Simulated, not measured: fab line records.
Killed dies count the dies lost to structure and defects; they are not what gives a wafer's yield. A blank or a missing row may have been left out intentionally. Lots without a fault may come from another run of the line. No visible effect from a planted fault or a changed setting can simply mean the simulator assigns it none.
Which tool was responsible? || flow n5-finfet || Sampling: 11 lots, 33 wafers, 4 of 1938 route steps

## WHAT THE GAUGES READ, wafer by wafer
N5_PASSIVATION_CD_MEAS_30: the cd target is 4000 nm. Usual: cd-nm 3999.9 nm, standard deviation 2.1.
{"lot": "L304", "measured": "day 12 21:52", "on": "cd-sem-02", "cd-nm (nm)": "4001.2 4005.5 4003.2", "flag": ""}
{"lot": "L305", "measured": "day 13 01:19", "on": "cd-sem-01", "cd-nm (nm)": "3999.3 3997.0 4000.1", "flag": ""}
{"lot": "L308", "measured": "day 15 00:41", "on": "cd-sem-01", "cd-nm (nm)": "4000.7 4000.1 3998.3", "flag": ""}
{"lot": "L307", "measured": "day 15 08:41", "on": "cd-sem-03", "cd-nm (nm)": "4000.5 3999.5 3997.4", "flag": ""}
{"lot": "L309", "measured": "day 16 06:49", "on": "cd-sem-03", "cd-nm (nm)": "3999.9 3999.1 4001.7", "flag": ""}
{"lot": "L310", "measured": "day 16 06:06", "on": "cd-sem-03", "cd-nm (nm)": "3996.9 3998.3 3998.2", "flag": ""}
{"lot": "L314", "measured": "day 17 17:37", "on": "cd-sem-03", "cd-nm (nm)": "4000.5 4003.1 4000.3", "flag": ""}
{"lot": "L306", "measured": "day 18 04:43", "on": "cd-sem-01", "cd-nm (nm)": "4000.1 4004.3 4001.9", "flag": ""}
{"lot": "L320", "measured": "day 18 11:32", "on": "cd-sem-03", "cd-nm (nm)": "3999.1 3998.7 3998.9", "flag": ""}
{"lot": "L318", "measured": "day 19 12:12", "on": "cd-sem-02", "cd-nm (nm)": "3998.8 3997.8 3998.2", "flag": ""}
{"lot": "L323", "measured": "day 19 21:52", "on": "cd-sem-01", "cd-nm (nm)": "4002.5 3999.5 4000.2", "flag": ""}

N5_PASSIVATION_OVL_MEAS_66. Usual: PASS_OPEN_OVL gives 2 nm (standard deviation 5.6).
{"lot": "L304", "measured": "day 12 23:45", "on": "overlay-01", "PASS_OPEN_OVL (nm)": "-3 1 0", "flag": ""}
{"lot": "L305", "measured": "day 13 03:13", "on": "overlay-02", "PASS_OPEN_OVL (nm)": "5 5 5", "flag": ""}
{"lot": "L308", "measured": "day 15 02:28", "on": "overlay-01", "PASS_OPEN_OVL (nm)": "-7 4 2", "flag": ""}
{"lot": "L307", "measured": "day 15 10:27", "on": "overlay-02", "PASS_OPEN_OVL (nm)": "4 -3 7", "flag": ""}
{"lot": "L309", "measured": "day 16 08:51", "on": "overlay-02", "PASS_OPEN_OVL (nm)": "8 -4 -5", "flag": ""}
{"lot": "L310", "measured": "day 16 08:14", "on": "overlay-01", "PASS_OPEN_OVL (nm)": "5 10 -1", "flag": ""}
{"lot": "L314", "measured": "day 17 19:34", "on": "overlay-01", "PASS_OPEN_OVL (nm)": "-3 4 3", "flag": ""}
{"lot": "L306", "measured": "day 18 06:55", "on": "overlay-02", "PASS_OPEN_OVL (nm)": "12 7 13", "flag": ""}
{"lot": "L320", "measured": "day 18 13:19", "on": "overlay-01", "PASS_OPEN_OVL (nm)": "0 -1 1", "flag": ""}
{"lot": "L318", "measured": "day 19 13:58", "on": "overlay-01", "PASS_OPEN_OVL (nm)": "5 -1 5", "flag": ""}
{"lot": "L323", "measured": "day 19 23:52", "on": "overlay-02", "PASS_OPEN_OVL (nm)": "-2 -1 0", "flag": ""}

## WHICH TOOL RAN EACH LOT (tool, then ch and the chambers of the sampled wafers, then the start)
{"lot": "L304", "N5_BEOL_M4_TRENCH_ETCH_37": "rie-diel-01 ch 0,1,2, day 8 20:49", "N5_MIM_BOT_LITHO_DESCUM_10": "rie-diel-03 ch 0,1,2, day 12 19:01"}
{"lot": "L305", "N5_BEOL_M4_TRENCH_ETCH_37": "rie-diel-03 ch 0,2,3, day 9 01:36", "N5_MIM_BOT_LITHO_DESCUM_10": "rie-diel-01 ch 0,2,3, day 12 19:26"}
{"lot": "L308", "N5_BEOL_M4_TRENCH_ETCH_37": "rie-diel-01 ch 0,1,2, day 10 19:41", "N5_MIM_BOT_LITHO_DESCUM_10": "rie-diel-05 ch 0,3, day 14 21:28"}
{"lot": "L307", "N5_BEOL_M4_TRENCH_ETCH_37": "rie-diel-01 ch 0,1,3, day 10 22:22", "N5_MIM_BOT_LITHO_DESCUM_10": "rie-diel-01 ch 0,1,3, day 15 01:37"}
{"lot": "L309", "N5_BEOL_M4_TRENCH_ETCH_37": "rie-diel-03 ch 1,2, day 11 18:42", "N5_MIM_BOT_LITHO_DESCUM_10": "rie-diel-03 ch 1,2, day 16 03:20"}
{"lot": "L310", "N5_BEOL_M4_TRENCH_ETCH_37": "rie-diel-01 ch 0,1,3, day 11 19:13", "N5_MIM_BOT_LITHO_DESCUM_10": "rie-diel-03 ch 0,1,2, day 16 02:25"}
{"lot": "L314", "N5_BEOL_M4_TRENCH_ETCH_37": "rie-diel-01 ch 1,2,3, day 12 23:36", "N5_MIM_BOT_LITHO_DESCUM_10": "rie-diel-03 ch 0,1,2, day 17 12:04"}
{"lot": "L306", "N5_BEOL_M4_TRENCH_ETCH_37": "rie-diel-05 ch 0,3, day 13 14:28", "N5_MIM_BOT_LITHO_DESCUM_10": "rie-diel-05 ch 0,1,3, day 17 22:50"}
{"lot": "L320", "N5_BEOL_M4_TRENCH_ETCH_37": "rie-diel-03 ch 1,2,3, day 13 21:58", "N5_MIM_BOT_LITHO_DESCUM_10": "rie-diel-03 ch 0,3, day 18 05:37"}
{"lot": "L318", "N5_BEOL_M4_TRENCH_ETCH_37": "rie-diel-05 ch 2,3, day 14 17:44", "N5_MIM_BOT_LITHO_DESCUM_10": "rie-diel-03 ch 0,1,3, day 19 07:42"}
{"lot": "L323", "N5_BEOL_M4_TRENCH_ETCH_37": "rie-diel-05 ch 1,3, day 14 23:36", "N5_MIM_BOT_LITHO_DESCUM_10": "rie-diel-03 ch 0,1,2, day 19 16:07"}
- N5_BEOL_M4_TRENCH_ETCH_37: etches SiOC in C4F6/O2, target depth 55.555 nm, time 29.2 s.
- N5_MIM_BOT_LITHO_DESCUM_10: chemistry O2, time 7.9 s.

## AS READ BY THE TOOLS THEMSELVES (means over the sampled wafers that have a number; for cases with no such wafer, the mark the record gives instead)
N5_BEOL_M4_TRENCH_ETCH_37. Usual: drypump-motor-current-A 5.9 A, standard deviation 0.51; oes-product-au 0.79 a.u., standard deviation 0.069; rf-vpp-V 659 V, standard deviation 12; showerhead-plenum-p-Torr 2.80 Torr, standard deviation 0.11; throttle-valve-pct 20.84 %, standard deviation 0.21.
{"lot": "L304", "tool": "rie-diel-01", "drypump-motor-current-A (A)": 6.0, "oes-product-au (a.u.)": 0.77, "rf-vpp-V (V)": 659, "showerhead-plenum-p-Torr (Torr)": 2.82, "throttle-valve-pct (%)": 20.80, "flag": ""}
{"lot": "L305", "tool": "rie-diel-03", "drypump-motor-current-A (A)": 6.1, "oes-product-au (a.u.)": 0.79, "rf-vpp-V (V)": 663, "showerhead-plenum-p-Torr (Torr)": 2.87, "throttle-valve-pct (%)": 21.16, "flag": ""}
{"lot": "L308", "tool": "rie-diel-01", "drypump-motor-current-A (A)": 6.0, "oes-product-au (a.u.)": 0.75, "rf-vpp-V (V)": 658, "showerhead-plenum-p-Torr (Torr)": 2.81, "throttle-valve-pct (%)": 20.83, "flag": ""}
{"lot": "L307", "tool": "rie-diel-01", "drypump-motor-current-A (A)": 5.9, "oes-product-au (a.u.)": 0.77, "rf-vpp-V (V)": 652, "showerhead-plenum-p-Torr (Torr)": 2.70, "throttle-valve-pct (%)": 20.70, "flag": ""}
{"lot": "L309", "tool": "rie-diel-03", "drypump-motor-current-A (A)": 6.6, "oes-product-au (a.u.)": 0.82, "rf-vpp-V (V)": 646, "showerhead-plenum-p-Torr (Torr)": 2.89, "throttle-valve-pct (%)": 20.97, "flag": ""}
{"lot": "L310", "tool": "rie-diel-01", "drypump-motor-current-A (A)": 5.9, "oes-product-au (a.u.)": 0.76, "rf-vpp-V (V)": 651, "showerhead-plenum-p-Torr (Torr)": 2.70, "throttle-valve-pct (%)": 20.70, "flag": ""}
{"lot": "L314", "tool": "rie-diel-01", "drypump-motor-current-A (A)": 5.7, "oes-product-au (a.u.)": 0.74, "rf-vpp-V (V)": 663, "showerhead-plenum-p-Torr (Torr)": 2.76, "throttle-valve-pct (%)": 20.72, "flag": ""}
{"lot": "L306", "tool": "rie-diel-05", "drypump-motor-current-A (A)": 5.4, "oes-product-au (a.u.)": 0.82, "rf-vpp-V (V)": 654, "showerhead-plenum-p-Torr (Torr)": 2.87, "throttle-valve-pct (%)": 20.83, "flag": ""}
{"lot": "L320", "tool": "rie-diel-03", "drypump-motor-current-A (A)": 6.3, "oes-product-au (a.u.)": 0.84, "rf-vpp-V (V)": 658, "showerhead-plenum-p-Torr (Torr)": 2.89, "throttle-valve-pct (%)": 20.96, "flag": ""}
{"lot": "L318", "tool": "rie-diel-05", "drypump-motor-current-A (A)": 5.6, "oes-product-au (a.u.)": 0.81, "rf-vpp-V (V)": 661, "showerhead-plenum-p-Torr (Torr)": 2.83, "throttle-valve-pct (%)": 20.72, "flag": ""}
{"lot": "L323", "tool": "rie-diel-05", "drypump-motor-current-A (A)": 5.8, "oes-product-au (a.u.)": 0.85, "rf-vpp-V (V)": 661, "showerhead-plenum-p-Torr (Torr)": 2.79, "throttle-valve-pct (%)": 20.65, "flag": ""}

N5_MIM_BOT_LITHO_DESCUM_10. Usual: drypump-motor-current-A 5.9 A, standard deviation 0.48; oes-product-au 0.80 a.u., standard deviation 0.062; rf-vpp-V 242.7 V, standard deviation 1.3; showerhead-plenum-p-Torr 2.06 Torr, standard deviation 0.065; throttle-valve-pct 20.38 %, standard deviation 0.17.
{"lot": "L304", "tool": "rie-diel-03", "drypump-motor-current-A (A)": 6.4, "oes-product-au (a.u.)": 0.81, "rf-vpp-V (V)": 242.7, "showerhead-plenum-p-Torr (Torr)": 2.08, "throttle-valve-pct (%)": 20.41, "flag": ""}
{"lot": "L305", "tool": "rie-diel-01", "drypump-motor-current-A (A)": 5.6, "oes-product-au (a.u.)": 0.72, "rf-vpp-V (V)": 241.7, "showerhead-plenum-p-Torr (Torr)": 2.02, "throttle-valve-pct (%)": 20.46, "flag": ""}
{"lot": "L308", "tool": "rie-diel-05", "drypump-motor-current-A (A)": 5.4, "oes-product-au (a.u.)": 0.81, "rf-vpp-V (V)": 243.0, "showerhead-plenum-p-Torr (Torr)": 2.07, "throttle-valve-pct (%)": 20.19, "flag": ""}
{"lot": "L307", "tool": "rie-diel-01", "drypump-motor-current-A (A)": 5.9, "oes-product-au (a.u.)": 0.74, "rf-vpp-V (V)": 241.3, "showerhead-plenum-p-Torr (Torr)": 1.97, "throttle-valve-pct (%)": 20.36, "flag": ""}
{"lot": "L309", "tool": "rie-diel-03", "drypump-motor-current-A (A)": 6.6, "oes-product-au (a.u.)": 0.79, "rf-vpp-V (V)": 244.3, "showerhead-plenum-p-Torr (Torr)": 2.11, "throttle-valve-pct (%)": 20.36, "flag": ""}
{"lot": "L310", "tool": "rie-diel-03", "drypump-motor-current-A (A)": 6.4, "oes-product-au (a.u.)": 0.78, "rf-vpp-V (V)": 243.1, "showerhead-plenum-p-Torr (Torr)": 2.07, "throttle-valve-pct (%)": 20.44, "flag": ""}
{"lot": "L314", "tool": "rie-diel-03", "drypump-motor-current-A (A)": 6.4, "oes-product-au (a.u.)": 0.77, "rf-vpp-V (V)": 243.2, "showerhead-plenum-p-Torr (Torr)": 2.07, "throttle-valve-pct (%)": 20.47, "flag": ""}
{"lot": "L306", "tool": "rie-diel-05", "drypump-motor-current-A (A)": 5.7, "oes-product-au (a.u.)": 0.81, "rf-vpp-V (V)": 242.5, "showerhead-plenum-p-Torr (Torr)": 2.04, "throttle-valve-pct (%)": 20.24, "flag": ""}
{"lot": "L320", "tool": "rie-diel-03", "drypump-motor-current-A (A)": 5.9, "oes-product-au (a.u.)": 0.80, "rf-vpp-V (V)": 242.1, "showerhead-plenum-p-Torr (Torr)": 2.04, "throttle-valve-pct (%)": 20.54, "flag": ""}
{"lot": "L318", "tool": "rie-diel-03", "drypump-motor-current-A (A)": 6.0, "oes-product-au (a.u.)": 0.79, "rf-vpp-V (V)": 243.4, "showerhead-plenum-p-Torr (Torr)": 2.07, "throttle-valve-pct (%)": 20.50, "flag": ""}
{"lot": "L323", "tool": "rie-diel-03", "drypump-motor-current-A (A)": 6.4, "oes-product-au (a.u.)": 0.77, "rf-vpp-V (V)": 243.1, "showerhead-plenum-p-Torr (Torr)": 2.06, "throttle-valve-pct (%)": 20.49, "flag": ""}

## THE ANSWER, worked out from the rows above alone
Rule: take the mean of a lot's wafers that have a number; if it is more than 3 standard deviations from the usual mean, the lot is off. Also off: a lot with no number at a reading for which 4 or more lots have one. Where the step has rows for the other lots, those lots are counted as sound. Order of review: gauges by route order, followed by the tools' own readings, for which a lot's mean as printed above is used. At the first step where some lot is off, the reading lying furthest off is the one used; lots without a number count as furthest.
Nothing can be told from this: no lot is off at any reading shown.

## WHAT WAS PUT IN BY THE SIMULATOR
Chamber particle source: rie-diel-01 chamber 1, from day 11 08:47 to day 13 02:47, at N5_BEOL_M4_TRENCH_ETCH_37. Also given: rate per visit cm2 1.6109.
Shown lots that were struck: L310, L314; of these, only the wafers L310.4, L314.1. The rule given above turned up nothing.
